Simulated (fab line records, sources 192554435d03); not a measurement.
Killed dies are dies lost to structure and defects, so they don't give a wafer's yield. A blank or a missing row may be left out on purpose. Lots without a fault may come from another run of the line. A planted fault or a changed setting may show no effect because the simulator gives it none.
fab line records | flow n5_finfet
record lots=10 wafers=27 last_day=18
route steps=1938 shown MOL_CONTACT_COAG@584 BEOL_M4@1111 PASSIVATION@1936
lots that met no fault: from a run of the same line without faults
start_h: hours from the record's first day to the start of the lot's first wafer shown | wait_h: hours since the lot's step before | " the same as in the row above | L1.1+2: a row that stands for several wafers | - no value, or no start given | * or withheld: withheld | < > ~ a bound
route shown NAME@n: a module of which the file shows steps, and the number in the route of the first | usual: mean/standard deviation of fault-free wafers | same: alike in all rows | chamber/n: place in a boat | sites: the reading at each site | _std_site: their standard deviation | _edge_site: outer sites' mean less inner sites' | radius_mm: how far each site lies from the wafer's centre | mask NAME#n: copy n | behind: the tool/chamber that last shaped the wafer | hold: why the lot was held/for how many hours/how that ended | device: the transistor (n, p or np) that didn't switch | end of line: the same wafers' tests at the end of the route | a step without rows: its recipe alone | killed: dies lost to structure and defects at the first sort, not the wafer's yield | map: a wafer's dies, x killed, . not, _ none there
set.NAME: the setting as run; set.NAME@STEP: as run at that earlier step | model.NAME: the simulator's own value behind a step, which no gauge read
steps of the route over a sample of lots; a table a step, a row a wafer
services: from which hour (start_h, from the record's first day; less than 0 if before it) a tool's chamber was out of use, for how many hours, and why
## steps
# step N5_MOL_CONTACT_COAG_ETCHBACK_135
# recipe chemistry=CHF3 target=SiO2 target_depth_a=250 time_s=16.7 ion_energy_ev=200 pressure_mtorr=30 source_w=610 bias_w=170 Ar_flow_sccm=200 CHF3_flow_sccm=50
# usual CHF3_flow_sccm=50.00/0.16 drypump_motor_current_A=5.7/0.42 mfc_ar_sccm=200.0/0.58 oes_product_au=0.79/0.097 rf_vpp_V=526/7.3 showerhead_plenum_p_Torr=2.38/0.089 throttle_valve_pct=18.77/0.23
# columns lot.wafer tool chamber start_h wait_h CHF3_flow_sccm drypump_motor_current_A mfc_ar_sccm oes_product_au rf_hours_counter_h rf_vpp_V showerhead_plenum_p_Torr throttle_valve_pct
L675.3 rie_diel-01 2 115.21 0.0 49.87 5.8 199.9 0.71 181 513 2.37 18.84
L675.5 " 0 " " 49.93 5.5 199.6 0.74 - 531 2.48 18.71
L675.6 " 3 " " 49.82 5.5 199.7 0.74 - 526 2.36 18.67
L677.4 rie_diel-06 1 115.95 0.0 50.30 5.4 199.5 0.69 - 514 2.33 18.63
L677.5 " 2 " " 50.01 5.3 200.2 0.69 - 537 2.43 18.78
L677.6 " 0 " " 49.85 6.5 199.6 0.78 - 534 2.30 18.65
L679.3 rie_diel-01 2 131.28 0.0 49.74 5.8 199.6 0.71 186 513 2.37 18.85
L679.4 " 3 " " 49.92 5.5 199.3 0.74 178 527 2.36 18.65
L684.3 rie_diel-03 0 157.95 0.0 49.92 5.3 200.0 0.73 173 527 2.28 18.75
L684.6 " 1 " " 50.10 5.6 200.3 0.69 - 520 2.46 19.16
L686.3 rie_diel-01 3 170.60 0.0 50.02 5.5 200.2 0.73 192 527 2.36 18.69
L686.4 " 1 " " 50.04 5.3 199.9 0.72 213 520 2.27 19.22
L691.1 rie_diel-03 2 197.89 0.0 50.27 5.7 200.1 0.91 19 531 2.54 18.77
L691.3 " 3 " " 50.09 6.6 198.7 0.82 81 535 2.50 18.56
L691.4 " 2 " " 49.99 5.7 199.9 0.91 - 531 2.54 18.77
L694.1 rie_diel-06 2 215.96 0.0 50.22 5.4 198.7 0.95 9 535 2.42 18.45
L694.2 " 1 " " 49.97 5.5 199.8 0.90 25 515 2.32 18.24
L694.4 " 2 " " 49.95 5.3 199.8 0.95 - 537 2.42 18.45
L695.1 rie_diel-03 0 221.17 0.0 49.87 5.4 199.7 0.72 197 527 2.27 18.79
L695.5 " 3 " " 49.78 6.6 200.2 0.80 - 535 2.50 18.56
L695.6 " 1 " " 50.06 5.7 200.2 1.01 - 521 2.45 18.79
L697.1 rie_diel-03 1 229.96 0.0 50.09 5.7 199.3 1.00 4 522 2.45 18.79
L697.2 " 3 " " 50.10 6.6 199.7 0.80 93 535 2.50 18.57
L697.4 " 2 " " 49.90 5.7 199.1 0.89 30 531 2.53 18.79
L698.2 rie_diel-03 0 241.43 0.0 49.95 5.4 199.7 0.72 203 525 2.27 18.79
L698.3 " 2 " " 50.04 5.8 199.1 0.89 33 531 2.53 18.80
L698.5 " 0 " " 49.98 5.4 200.5 0.72 - 527 2.27 18.81
# step N5_MOL_CONTACT_COAG_CD_MEAS_137
# recipe target_cd_nm=16
# usual cd_nm=16.1/0.33
# columns lot.wafer tool chamber start_h wait_h cd_nm
L675.3 cd_sem-02 - 115.62 0.0 16.2
L675.5 " - " " 16.6
L675.6 " - " " 15.7
L677.4 cd_sem-02 - 116.35 0.0 15.9
L677.5 " - " " 15.7
L677.6 " - " " 16.0
L679.3 cd_sem-03 - 131.65 0.0 15.8
L679.4 " - " " 15.4
L684.3 cd_sem-03 - 158.32 0.0 16.1
L684.6 " - " " 15.7
L686.3 cd_sem-02 - 170.97 0.0 16.1
L686.4 " - " " 15.9
L691.1 cd_sem-02 - 198.26 0.0 16.1
L691.3 " - " " 15.6
L691.4 " - " " 15.9
L694.1 cd_sem-02 - 216.34 0.0 16.7
L694.2 " - " " 15.8
L694.4 " - " " 16.6
L695.1 cd_sem-02 - 221.54 0.0 17.0
L695.5 " - " " 15.8
L695.6 " - " " 15.8
L697.1 cd_sem-02 - 230.33 0.0 16.5
L697.2 " - " " 16.1
L697.4 " - " " 15.8
L698.2 cd_sem-02 - 241.79 0.0 16.3
L698.3 " - " " 16.6
L698.5 " - " " 16.2
# step N5_MOL_CONTACT_COAG_INSPECT_42
# recipe mode=adi inspect_instrument=brightfield
# usual raw_defect_count=220/58
# columns lot.wafer tool chamber start_h wait_h raw_defect_count
L675.3 defect_inspect-01 - 116.03 0.0 207
L675.5 " - " " 288
L675.6 " - " " 245
L677.4 defect_inspect-01 - 116.88 0.0 216
L677.5 " - " " 205
L677.6 " - " " 150
L679.3 defect_inspect-01 - 132.08 0.0 294
L679.4 " - " " 292
L684.3 defect_inspect-02 - 158.73 0.0 211
L684.6 " - " " 169
L686.3 defect_inspect-01 - 171.38 0.0 237
L686.4 " - " " 262
L691.1 defect_inspect-02 - 198.67 0.1 183
L691.3 " - " " 298
L691.4 " - " " 214
L694.1 defect_inspect-02 - 216.88 0.1 243
L694.2 " - " " 155
L694.4 " - " " 226
L695.1 defect_inspect-02 - 222.07 0.1 228
L695.5 " - " " 159
L695.6 " - " " 195
L697.1 defect_inspect-01 - 230.74 0.1 150
L697.2 " - " " 234
L697.4 " - " " 181
L698.2 defect_inspect-02 - 242.22 0.0 204
L698.3 " - " " 221
L698.5 " - " " 233
# step N5_MOL_CONTACT_COAG_ETCH_65
# recipe chemistry=N2/H2 target=underlayer target_depth_a=130 mask_material=CAR-EUV time_s=10.4 ion_energy_ev=200 pressure_mtorr=30 source_w=840 bias_w=150 n2_flow_sccm=200 h2_flow_sccm=200 ends=cleared
# usual drypump_motor_current_A=5.7/0.44 etch_rf_on_time_s=10.51/0.21 oes_product_au=0.67/0.081 rf_vpp_V=524/3.1 showerhead_plenum_p_Torr=2.55/0.11 throttle_valve_pct=17.93/0.28
# columns lot.wafer tool chamber start_h wait_h drypump_motor_current_A etch_rf_on_time_s oes_product_au rf_hours_counter_h rf_vpp_V showerhead_plenum_p_Torr throttle_valve_pct
L675.3 rie_diel-03 3 116.24 0.0 6.6 10.76 0.73 51 528 2.68 17.45
L675.5 " 1 " " 5.7 10.48 0.60 - 525 2.64 18.38
L675.6 " 0 " " 5.3 10.58 0.62 - 522 2.43 17.84
L677.4 rie_diel-03 2 117.01 0.0 5.7 10.58 0.58 249 520 2.39 18.29
L677.5 " 1 " " 5.7 10.40 0.60 - 526 2.64 18.38
L677.6 " 0 " " 5.4 10.49 0.63 - 522 2.43 17.84
L679.3 rie_diel-03 3 132.15 0.0 6.6 7.23 0.91 56 529 2.67 17.51
L679.4 " 1 " " 5.7 10.41 0.60 - 526 2.64 18.39
L684.3 rie_diel-03 0 158.79 0.0 5.3 7.23 0.78 173 522 2.42 17.90
L684.6 " 2 " " 5.7 7.10 1.02 - 529 2.71 17.86
L686.3 rie_diel-03 0 171.46 0.0 5.4 7.06 0.79 177 522 2.42 17.89
L686.4 " 3 " " 6.6 10.78 0.71 69 528 2.67 17.50
L691.1 rie_diel-01 0 198.74 0.0 5.5 10.62 0.62 183 526 2.64 18.01
L691.3 " 3 " " 5.5 10.45 0.61 200 525 2.51 17.82
L691.4 " 1 " " 5.3 10.40 0.60 222 519 2.41 18.41
L694.1 rie_diel-01 1 216.94 0.0 5.4 10.22 0.61 229 520 2.41 18.42
L694.2 " 3 " " 5.5 10.34 0.61 206 522 2.51 17.83
L694.4 " 2 " " 5.8 10.79 0.58 216 523 2.52 18.01
L695.1 rie_diel-03 3 222.14 0.0 6.6 10.75 0.69 90 528 2.66 17.52
L695.5 " 0 " " 5.4 10.34 0.61 - 520 2.41 17.92
L695.6 " 3 " " 6.6 10.76 0.69 - 526 2.66 17.53
L697.1 rie_diel-03 1 230.95 0.0 5.7 9.87 0.86 5 525 2.63 18.01
L697.2 " 2 " " 5.7 10.30 0.77 30 529 2.70 17.87
L697.4 " 0 " " 5.4 10.33 0.61 200 521 2.41 17.93
L698.2 rie_diel-06 3 242.65 0.0 5.5 10.33 0.74 44 522 2.48 18.09
L698.3 " 1 " " 5.5 10.42 0.75 34 522 2.49 17.54
L698.5 " 0 " " 6.5 10.61 0.63 - 520 2.44 17.84
# step N5_BEOL_M4_RC_MEAS_101
# usual DIBL_N=36.4/1.6 DIBL_P=36.2/1.8 IOFF_N=0.159/0.029 IOFF_P=0.21/0.034 ION_N=670/12 ION_P=459/8.2 SS_N=71.5/0.59 SS_P=73.2/0.54 VT_N=250/3.3 VT_P=-250/3.7
# columns lot.wafer tool chamber start_h wait_h DIBL_N[mV/V] DIBL_P[mV/V] IOFF_N[nA/um] IOFF_P[nA/um] ION_N[uA/um] ION_P[uA/um] SS_N[mV/dec] SS_P[mV/dec] VT_N[mV] VT_P[mV]
L675.3 prober-02 0 188.80 0.3 35.8 37.4 0.150 0.20 673 460 71.2 73.4 248 -251
L675.5 " 0 " " 36.6 37.3 0.153 0.20 659 447 71.3 73.6 251 -252
L675.6 " 0 " " 36.6 37.5 0.164 0.21 671 459 71.5 73.1 251 -254
L677.4 prober-02 0 204.10 0.5 34.8 33.3 0.133 0.20 674 465 70.2 73.3 252 -249
L677.5 " 0 " " 37.0 35.7 0.170 0.24 685 464 71.5 72.6 248 -247
L677.6 " 0 " " 36.3 34.5 0.144 0.22 658 459 71.6 73.3 252 -247
L679.3 prober-01 0 211.86 0.3 37.4 39.1 0.216 0.26 689 473 71.9 73.9 241 -246
L679.4 " 0 " " 34.0 34.9 0.136 0.20 673 460 70.8 73.1 251 -253
L684.3 prober-01 0 225.27 0.3 38.3 37.5 0.176 0.27 669 462 71.5 74.3 248 -245
L684.6 " 0 " " 38.2 37.1 0.184 0.26 678 468 71.8 74.1 247 -243
L686.3 prober-01 0 260.21 0.3 34.5 33.8 0.119 0.16 657 449 70.7 72.7 256 -254
L686.4 " 0 " " 36.1 36.9 0.135 0.20 658 459 70.6 73.9 253 -252
L691.1 prober-01 0 288.03 0.0 32.9 34.3 0.119 0.18 657 457 70.4 72.8 251 -251
L691.3 " 0 " " 34.7 34.9 0.137 0.19 665 458 70.4 73.4 253 -250
L691.4 " 0 " " 33.8 33.9 0.137 0.18 670 464 70.4 73.3 250 -250
L694.1 prober-02 0 293.77 0.0 39.8 38.1 0.211 0.25 673 456 72.7 74.5 243 -251
L694.2 " 0 " " 34.7 34.4 0.128 0.20 667 459 70.1 72.9 251 -249
L694.4 " 0 " " 37.9 36.6 0.181 0.24 677 458 72.7 73.4 246 -248
L695.1 prober-02 0 304.09 0.0 39.1 37.3 0.199 0.22 683 460 71.9 73.5 247 -250
L695.5 " 0 " " 38.5 36.3 0.188 0.21 695 470 71.4 73.1 245 -250
L695.6 " 0 " " 39.0 38.0 0.196 0.25 679 462 71.4 73.4 245 -246
L697.1 prober-01 0 331.48 0.0 36.1 37.1 0.157 0.22 657 458 71.7 73.4 253 -250
L697.2 " 0 " " 37.3 39.1 0.196 0.26 689 472 71.7 73.6 247 -248
L697.4 " 0 " " 33.1 34.9 0.117 0.19 652 460 70.8 72.5 253 -250
L698.2 prober-02 0 335.34 0.2 37.0 37.7 0.179 0.27 671 468 72.1 73.9 248 -245
L698.3 " 0 " " 32.8 33.8 0.114 0.20 657 466 70.8 72.3 255 -246
L698.5 " 0 " " 32.9 34.5 0.119 0.23 660 464 70.8 73.0 249 -247
# step N5_PASSIVATION_PROBE_49
# usual defect_limited_yield=91.1/1.5 killed_at_M0_to_M3=33/9.9 killed_at_M4_up=14/5.2 killed_at_contacts=12/6.7 killed_at_front_end=43/13 killed_at_other=3.4/2.7 killed_dies=105/17 killed_open=69/13 killed_short=33/7.5 sort_bin_5_function=5.2/0.91 sort_bin_6_memory=3.3/0.71 sort_n_pass=1075/17 sort_yield_pct=91.1/1.5
# same gross_dies=1180 killed_at_back_side=0 sort_bin_4_leakage[%]=0 sort_bin_8_speed[%]=0
# columns lot.wafer tool chamber start_h wait_h defect_limited_yield[%] killed_at_M0_to_M3 killed_at_M4_up killed_at_contacts killed_at_front_end killed_at_other killed_dies killed_open killed_short sort_bin_5_function[%] sort_bin_6_memory[%] sort_n_pass sort_yield_pct[%]
L677.4 prober-02 - 316.36 0.2 91.4 39 13 8 40 1 101 68 33 5.3 3.1 1079 91.4
L677.5 prober-02 - 316.41 0.2 91.2 48 11 2 41 2 104 68 36 5.6 3.0 1076 91.2
L677.6 prober-02 - 316.46 0.3 92.7 29 11 7 38 1 86 52 33 4.2 2.7 1094 92.7
L684.3 prober-02 - 328.17 0.1 92.4 40 14 5 29 2 90 66 24 4.7 2.7 1090 92.4
L684.6 prober-02 - 328.32 0.3 92.6 39 11 7 28 2 87 54 32 4.9 2.1 1093 92.6
L691.1 prober-01 - 396.81 0.0 90.4 41 27 23 19 3 113 86 26 5.8 3.5 1067 90.4
L691.3 prober-01 - 396.91 0.1 88.6 37 21 29 38 9 134 94 38 6.7 4.2 1046 88.6
L691.4 prober-01 - 396.96 0.2 92.3 30 22 19 18 2 91 70 19 5.0 2.5 1089 92.3
L694.1 prober-01 - 405.58 0.0 90.6 40 10 13 46 2 111 75 35 5.8 3.4 1069 90.6
L694.2 prober-01 - 405.63 0.1 91.4 27 17 8 42 7 101 72 25 5.3 2.9 1079 91.4
L694.4 prober-01 - 405.73 0.2 91.7 23 10 10 52 3 98 55 34 4.6 2.7 1082 91.7
L697.1 prober-01 - 432.35 0.0 91.3 40 8 12 41 2 103 65 35 4.3 4.2 1077 91.3
L697.2 prober-01 - 432.40 0.1 91.1 37 15 8 39 6 105 71 34 5.3 3.5 1075 91.1
L697.4 prober-01 - 432.50 0.2 92.4 34 4 11 40 1 90 58 32 4.1 3.0 1090 92.4
# killed by level:class
L677.4 BEOL_M2:geometric_particle:open=15 STI_FIN_REVEAL:geometric_particle:open=10 MOL_CONTACT_COAG:geometric_particle:open=8 BEOL_M0:geometric_particle:open=7 BEOL_M4:geometric_particle:short=6 BEOL_M3:geometric_particle:open=5 DUMMY_GATE:geometric_particle:open=4 ILD0:geometric_particle:short=4
L677.5 STI_FIN_REVEAL:geometric_particle:open=16 BEOL_M2:geometric_particle:open=11 BEOL_M0_SAQP:geometric_particle:open=10 BEOL_M1:geometric_particle:open=8 FIN_SAQP:geometric_particle:short=7 BEOL_M0_SAQP:geometric_particle:short=5 BEOL_M1:geometric_particle:short=5 BEOL_M2:geometric_particle:short=4
L677.6 BEOL_M2:geometric_particle:open=13 FIN_SAQP:geometric_particle:short=11 BEOL_M0_SAQP:geometric_particle:short=7 MOL_CONTACT_COAG:geometric_particle:open=6 FIN_SAQP:geometric_particle:open=5 BEOL_M0:geometric_particle:open=5 BEOL_M4:geometric_particle:open=5 STARTING-WAFER:geometric_particle:short=5
L684.3 FIN_SAQP:geometric_particle:open=12 BEOL_M3:geometric_particle:open=12 BEOL_M0_SAQP:geometric_particle:short=11 BEOL_M0_SAQP:geometric_particle:open=8 BEOL_M4:geometric_particle:open=6 BEOL_M2:geometric_particle:open=4 GATE_CUT:geometric_particle:open=3 MOL_CONTACT_COAG:geometric_particle:open=3
L684.6 BEOL_M0_SAQP:geometric_particle:short=11 BEOL_M0_SAQP:geometric_particle:open=9 FIN_SAQP:geometric_particle:short=6 BEOL_M2:geometric_particle:open=6 FIN_SAQP:geometric_particle:open=5 MOL_CONTACT_COAG:geometric_particle:open=5 BEOL_M3:geometric_particle:open=5 BEOL_M4:geometric_particle:open=5
L691.1 MOL_CONTACT_COAG:geometric_particle:open=17 BEOL_M0_SAQP:geometric_particle:open=13 BEOL_M2:geometric_particle:open=12 BEOL_M4:geometric_particle:open=12 MOL_CONTACT_COAG:geometric_particle:short=6 BEOL_M1:geometric_particle:open=5 BEOL_M4:geometric_particle:short=5 STI_FIN_REVEAL:geometric_particle:open=4
L691.3 MOL_CONTACT_COAG:geometric_particle:open=26 BEOL_M3:geometric_particle:open=13 STI_FIN_REVEAL:geometric_particle:open=9 BEOL_M0_SAQP:geometric_particle:short=7 BEOL_M4:geometric_particle:open=7 BEOL_M0_SAQP:geometric_particle:open=6 FIN_SAQP:geometric_particle:short=5 FIN_SAQP:geometric_particle:open=4
L691.4 MOL_CONTACT_COAG:geometric_particle:open=16 BEOL_M4:geometric_particle:open=12 BEOL_M3:geometric_particle:open=7 BEOL_M0:geometric_particle:open=6 STI_FIN_REVEAL:geometric_particle:open=5 BEOL_M2:geometric_particle:open=5 BEOL_M0_SAQP:geometric_particle:short=4 MOL_CONTACT_COAG:geometric_particle:short=3
L694.1 BEOL_M2:geometric_particle:open=14 MOL_CONTACT_COAG:geometric_particle:open=11 DUMMY_GATE:geometric_particle:open=9 FIN_SAQP:geometric_particle:short=8 BEOL_M0_SAQP:geometric_particle:open=7 BEOL_M0_SAQP:geometric_particle:short=7 BEOL_M3:geometric_particle:open=5 STARTING-WAFER:geometric_particle:short=5
L694.2 DUMMY_GATE:geometric_particle:open=9 BEOL_M1:geometric_particle:open=9 STARTING-WAFER:geometric_particle:open=8 MOL_CONTACT_COAG:geometric_particle:open=7 FIN_SAQP:geometric_particle:open=5 BEOL_M0_SAQP:geometric_particle:short=5 STARTING-WAFER:geometric_particle:short=5 FIN_SAQP:geometric_particle:short=4
L694.4 MOL_CONTACT_COAG:geometric_particle:open=9 DUMMY_GATE:geometric_particle:open=8 FIN_SAQP:geometric_particle:open=7 STI_FIN_REVEAL:geometric_particle:open=7 BEOL_M0_SAQP:geometric_particle:open=7 FIN_SAQP:geometric_particle:short=6 HKMG_FIN:area_etch=6 DUMMY_GATE:geometric_particle:short=4
L697.1 MOL_CONTACT_COAG:geometric_particle:open=9 FIN_SAQP:geometric_particle:short=8 BEOL_M0_SAQP:geometric_particle:open=7 STI_FIN_REVEAL:geometric_particle:open=6 BEOL_M1:geometric_particle:open=6 BEOL_M2:geometric_particle:open=6 BEOL_M3:geometric_particle:open=6 DUMMY_GATE:geometric_particle:open=5
L697.2 FIN_SAQP:geometric_particle:short=7 FIN_SAQP:geometric_particle:open=7 BEOL_M0_SAQP:geometric_particle:short=7 BEOL_M1:geometric_particle:open=7 BEOL_M3:geometric_particle:open=7 BEOL_M0_SAQP:geometric_particle:open=6 BEOL_M8:geometric_particle:open=6 MOL_CONTACT_COAG:geometric_particle:open=5
L697.4 MOL_CONTACT_COAG:geometric_particle:open=11 BEOL_M0_SAQP:geometric_particle:open=10 BEOL_M0_SAQP:geometric_particle:short=9 DUMMY_GATE:geometric_particle:open=7 STI_FIN_REVEAL:geometric_particle:open=5 GATE_CUT:geometric_particle:short=4 GATE_CUT:geometric_particle:open=4 BEOL_M1:geometric_particle:open=4
## services
# columns tool chamber start_h hours kind
rie_diel-01 1 95.89 7.1 repair
rie_diel-06 3 104.22 - clean
rie_diel-06 3 104.22 - consumable_replace:focus_ring
rie_diel-06 3 104.22 26.0 scheduled_down
rie_diel-06 3 104.22 26.0 vent_cycle
rie_diel-06 - 127.09 0.4 repair
rie_diel-03 2 127.13 - clean
rie_diel-03 2 127.13 - consumable_replace:focus_ring
rie_diel-03 2 127.13 - consumable_replace:showerhead
rie_diel-03 2 127.13 11.0 scheduled_down
rie_diel-03 2 127.13 11.0 vent_cycle
rie_diel-06 1 130.24 - clean
rie_diel-06 1 130.24 - consumable_replace:focus_ring
rie_diel-06 1 130.24 18.3 scheduled_down
rie_diel-06 1 130.24 18.3 vent_cycle
rie_diel-06 2 166.95 - clean
rie_diel-03 2 177.94 5.5 repair
rie_diel-03 1 183.66 - clean
rie_diel-03 1 183.66 - consumable_replace:focus_ring
rie_diel-03 1 183.66 31.7 scheduled_down
rie_diel-03 1 183.66 31.7 vent_cycle
rie_diel-06 0 200.50 16.6 repair
rie_diel-03 - 205.84 0.2 repair
rie_diel-03 2 220.89 7.3 repair
## key
first_sign step=N5_MOL_CONTACT_COAG_ETCH_65 reading=etch_rf_on_time_s direction=down sigmas=16 usual=* struck=*
effect step=N5_MOL_CONTACT_COAG_ETCH_65 reading=oes_product_au direction=up sigmas=2.6 usual=0.67 struck=0.88
met_at N5_MOL_CONTACT_COAG_ETCH_65
struck_lots L679,L684,L686
struck_wafers L679.3,L684.3,L684.6,L686.3
not_acting_at N5_MOL_CONTACT_COAG_ETCHBACK_135,N5_MOL_CONTACT_COAG_CD_MEAS_137,N5_MOL_CONTACT_COAG_INSPECT_42
onset_between 117.01 132.15
fault kind=process_parameter_drift tool=rie_diel-03 chamber=- onset_h=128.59 steps=N5_MOL_CONTACT_COAG_ETCH_65 channel=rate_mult offset=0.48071 shape=step end_h=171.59 scope=struck_wafers_only
